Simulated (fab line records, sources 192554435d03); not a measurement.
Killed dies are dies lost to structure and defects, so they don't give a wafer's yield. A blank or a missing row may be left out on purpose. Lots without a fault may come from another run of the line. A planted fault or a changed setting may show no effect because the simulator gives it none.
Which tool did it? | flow n5_finfet | 12 lots, 31 wafers sampled, at 3 steps of a route of 1938

WHAT THE GAUGES READ, wafer by wafer
N5_PASSIVATION_CD_MEAS_44: target cd 40000 nm. Usual: cd_nm 40001 nm, standard deviation 5.1.
lot  | measured     | on        | cd_nm (nm)        | flag
L688 | day 13 10:03 | cd_sem-02 | 40007 39997 39995 |
L689 | day 14 03:47 | cd_sem-02 | 40002 40009 40010 |
L690 | day 14 23:08 | cd_sem-03 | 40002 40000       |
L691 | day 14 22:02 | cd_sem-03 | 40004 39999 39996 |
L692 | day 14 16:44 | cd_sem-03 | 39991 40000 39995 |
L694 | day 15 23:10 | cd_sem-03 | 40000 40004 40010 |
L699 | day 17 01:33 | cd_sem-03 | 39996 39993       |
L701 | day 17 14:04 | cd_sem-03 | 40001 39994       |
L702 | day 17 12:20 | cd_sem-03 | 39995             |
L704 | day 20 11:04 | cd_sem-02 | 40003 40012 40014 |
L707 | day 19 03:56 | cd_sem-01 | 39996 39998       |
L711 | day 20 19:04 | cd_sem-03 | 40003 40000 39995 |

WHICH TOOL RAN EACH LOT (tool, then ch and the chambers of the sampled wafers, then the start)
lot  | N5_FIN_CUT_ETCH_21                | N5_PASSIVATION_VIA_ETCH_13
L688 | rie_diel-03 ch 0,1,2, day 2 05:09 | rie_diel-06 ch 0,2,3, day 13 04:44
L689 | rie_diel-03 ch 0,2,3, day 2 10:01 | rie_diel-03 ch 1,2, day 14 00:08
L690 | rie_diel-03 ch 1, day 2 15:04     | rie_diel-06 ch 1,3, day 14 20:06
L691 | rie_diel-03 ch 1,2,3, day 2 22:34 | rie_diel-03 ch 1,2,3, day 14 18:28
L692 | rie_diel-02 ch 1,2,3, day 3 03:28 | rie_diel-02 ch 0,2,3, day 14 13:44
L694 | rie_diel-03 ch 1,2,3, day 3 14:52 | rie_diel-02 ch 0,1,2, day 15 18:49
L699 | rie_diel-03 ch 1,2, day 4 21:11   | rie_diel-06 ch 0,1, day 16 18:02
L701 | rie_diel-03 ch 2,3, day 5 09:49   | rie_diel-02 ch 0,1, day 17 09:48
L702 | rie_diel-03 ch 0,3, day 5 14:34   | rie_diel-02 ch 3, day 17 08:49
L704 | rie_diel-02 ch 1,2, day 6 02:17   | rie_diel-06 ch 1,2,3, day 20 07:46
L707 | rie_diel-02 ch 2,3, day 6 20:38   | rie_diel-03 ch 0,1, day 18 23:20
L711 | rie_diel-02 ch 0,3, day 7 21:02   | rie_diel-03 ch 1,2,3, day 20 16:08
- N5_FIN_CUT_ETCH_21: etches SOC in N2/H2, target depth 219 nm, overetch 43.8 nm, time 523.5 s.
- N5_PASSIVATION_VIA_ETCH_13: etches SiO2 in CHF3/O2, target depth 660 nm, time 330 s.

WHAT THE TOOLS THEMSELVES READ (means of the sampled wafers that have a number; where no wafer has one, the mark that the record gives instead)
N5_FIN_CUT_ETCH_21. Usual: drypump_motor_current_A 5.6 A, standard deviation 0.43; oes_product_au 0.73 a.u., standard deviation 0.065; rf_vpp_V 241.2 V, standard deviation 1.3; showerhead_plenum_p_Torr 2.57 Torr, standard deviation 0.088; throttle_valve_pct 17.81 %, standard deviation 0.23.
lot  | tool        | drypump_motor_current_A (A) | oes_product_au (a.u.) | rf_vpp_V (V) | showerhead_plenum_p_Torr (Torr) | throttle_valve_pct (%) | flag
L688 | rie_diel-03 | 6.0                         | 0.69                  | 241.2        | 2.61                            | 17.93                  |
L689 | rie_diel-03 | 5.4                         | 0.68                  | 242.2        | 2.65                            | 18.09                  |
L690 | rie_diel-03 | 6.5                         | 0.74                  | 241.4        | 2.55                            | 17.63                  |
L691 | rie_diel-03 | 5.6                         | 0.71                  | 242.1        | 2.61                            | 17.86                  |
L692 | rie_diel-02 | 5.5                         | 0.75                  | 241.3        | 2.55                            | 17.65                  |
L694 | rie_diel-03 | 5.6                         | 0.71                  | 241.8        | 2.61                            | 17.86                  |
L699 | rie_diel-03 | 5.9                         | 0.69                  | 242.3        | 2.58                            | 17.74                  |
L701 | rie_diel-03 | 5.2                         | 0.68                  | 242.6        | 2.63                            | 17.99                  |
L702 | rie_diel-03 | 5.5                         | 0.76                  | 241.2        | 2.65                            | 18.05                  |
L704 | rie_diel-02 | 5.4                         | 0.76                  | 241.7        | 2.63                            | 17.56                  |
L707 | rie_diel-02 | 5.5                         | 0.69                  | 240.5        | 2.46                            | 17.80                  |
L711 | rie_diel-02 | 5.6                         | 0.73                  | 239.6        | 2.46                            | 17.81                  |

N5_PASSIVATION_VIA_ETCH_13. Usual: CHF3_flow_sccm 49.99 sccm, standard deviation 0.16; drypump_motor_current_A 5.6 A, standard deviation 0.32; etch_rf_on_time_s 237 s, standard deviation 6.3; oes_product_au 0.72 a.u., standard deviation 0.074; rf_vpp_V 521 V, standard deviation 14; showerhead_plenum_p_Torr 2.40 Torr, standard deviation 0.088; throttle_valve_pct 18.87 %, standard deviation 0.2.
lot  | tool        | CHF3_flow_sccm (sccm) | drypump_motor_current_A (A) | etch_rf_on_time_s (s) | oes_product_au (a.u.) | rf_vpp_V (V) | showerhead_plenum_p_Torr (Torr) | throttle_valve_pct (%) | flag
L688 | rie_diel-06 | 50.09                 | 5.7                         | 241                   | 0.70                  | 510          | 2.32                            | 18.84                  |
L689 | rie_diel-03 | 50.00                 | 6.1                         | 241                   | 0.73                  | 528          | 2.42                            | 18.84                  |
L690 | rie_diel-06 | 49.79                 | 5.6                         | 245                   | 0.66                  | 534          | 2.42                            | 19.12                  |
L691 | rie_diel-03 | 49.94                 | 5.6                         | 232                   | 0.72                  | 526          | 2.45                            | 18.96                  |
L692 | rie_diel-02 | 50.13                 | 5.5                         | 237                   | 0.66                  | 509          | 2.32                            | 18.92                  |
L694 | rie_diel-02 | 50.02                 | 5.5                         | 232                   | 0.68                  | 515          | 2.40                            | 18.83                  |
L699 | rie_diel-06 | 50.01                 | 5.5                         | 235                   | 0.73                  | 529          | 2.39                            | 18.84                  |
L701 | rie_diel-02 | 49.96                 | 5.5                         | 235                   | 0.70                  | 520          | 2.41                            | 18.79                  |
L702 | rie_diel-02 | 49.76                 | 5.6                         | 238                   | 0.82                  | 522          | 2.54                            | 18.67                  |
L704 | rie_diel-06 | 49.99                 | 5.7                         | 237                   | 0.72                  | 523          | 2.34                            | 18.96                  |
L707 | rie_diel-03 | 49.99                 | 6.2                         | 242                   | 0.68                  | 533          | 2.40                            | 18.93                  |
L711 | rie_diel-03 | 49.99                 | 5.6                         | 233                   | 0.68                  | 526          | 2.44                            | 18.99                  |

THE ANSWER, worked out from the rows above alone
Rule: a lot is off if the mean of its wafers that have a number lies more than 3 standard deviations from the usual mean. A lot without any number at a reading at which 4 lots or more have one is off too. The other lots that the step has rows for count as sound. The gauges are gone through in route order, then the tools' own readings, and for those a lot's mean is taken as printed above. The first step at which some lot is off is used, and at that step the reading that is off furthest; a lot without a number counts as furthest.
No lot is off at any reading shown: from this, nothing can be told.

WHAT THE SIMULATOR HAD PUT IN
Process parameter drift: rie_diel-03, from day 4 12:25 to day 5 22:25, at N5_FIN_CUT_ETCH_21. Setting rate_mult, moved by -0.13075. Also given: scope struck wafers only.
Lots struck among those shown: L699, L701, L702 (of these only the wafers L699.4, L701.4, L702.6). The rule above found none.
